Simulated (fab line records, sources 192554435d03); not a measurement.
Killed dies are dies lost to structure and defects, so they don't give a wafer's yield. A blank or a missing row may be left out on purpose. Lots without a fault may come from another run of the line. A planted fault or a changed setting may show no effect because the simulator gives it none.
Which tool did it? | flow n5_finfet | 11 lots, 31 wafers sampled, at 1 step of a route of 1938

WHAT THE GAUGES READ, wafer by wafer
N5_BEOL_M14_INSPECT_55: inspects for defects (darkfield). Usual: raw_defect_count 67, standard deviation 21.
lot  | measured     | on                | raw_defect_count | flag
L123 | day 11 09:22 | defect_inspect-02 | 77 41 81         |
L125 | day 11 19:06 | defect_inspect-02 | 58 44 41         |
L126 | day 11 22:29 | defect_inspect-02 | 50 34 70         |
L130 | day 13 01:08 | defect_inspect-02 | 74 62 79         |
L131 | day 13 04:29 | defect_inspect-01 | 50 31 45         |
L132 | day 13 17:11 | defect_inspect-01 | 42 70 75         |
L133 | day 13 20:49 | defect_inspect-01 | 27 47 37         |
L136 | day 14 11:39 | defect_inspect-02 | 59 97 91         |
L137 | day 14 12:00 | defect_inspect-01 | 105 74 80        |
L138 | day 14 22:02 | defect_inspect-02 | 84 45            |
L141 | day 16 00:41 | defect_inspect-02 | 93 68            |

WHICH TOOL RAN EACH LOT (tool, then ch and the chambers of the sampled wafers, then the start)
The record holds no process step before these readings.

WHAT THE TOOLS THEMSELVES READ (means of the sampled wafers that have a number; where no wafer has one, the mark that the record gives instead)
The record holds no such reading with a usual standard deviation.

THE ANSWER, worked out from the rows above alone
Rule: a lot is off if the mean of its wafers that have a number lies more than 3 standard deviations from the usual mean. A lot without any number at a reading at which 4 lots or more have one is off too. The other lots that the step has rows for count as sound. The gauges are gone through in route order, then the tools' own readings, and for those a lot's mean is taken as printed above. The first step at which some lot is off is used, and at that step the reading that is off furthest; a lot without a number counts as furthest.
No lot is off at any reading shown: from this, nothing can be told.

WHAT THE SIMULATOR HAD PUT IN
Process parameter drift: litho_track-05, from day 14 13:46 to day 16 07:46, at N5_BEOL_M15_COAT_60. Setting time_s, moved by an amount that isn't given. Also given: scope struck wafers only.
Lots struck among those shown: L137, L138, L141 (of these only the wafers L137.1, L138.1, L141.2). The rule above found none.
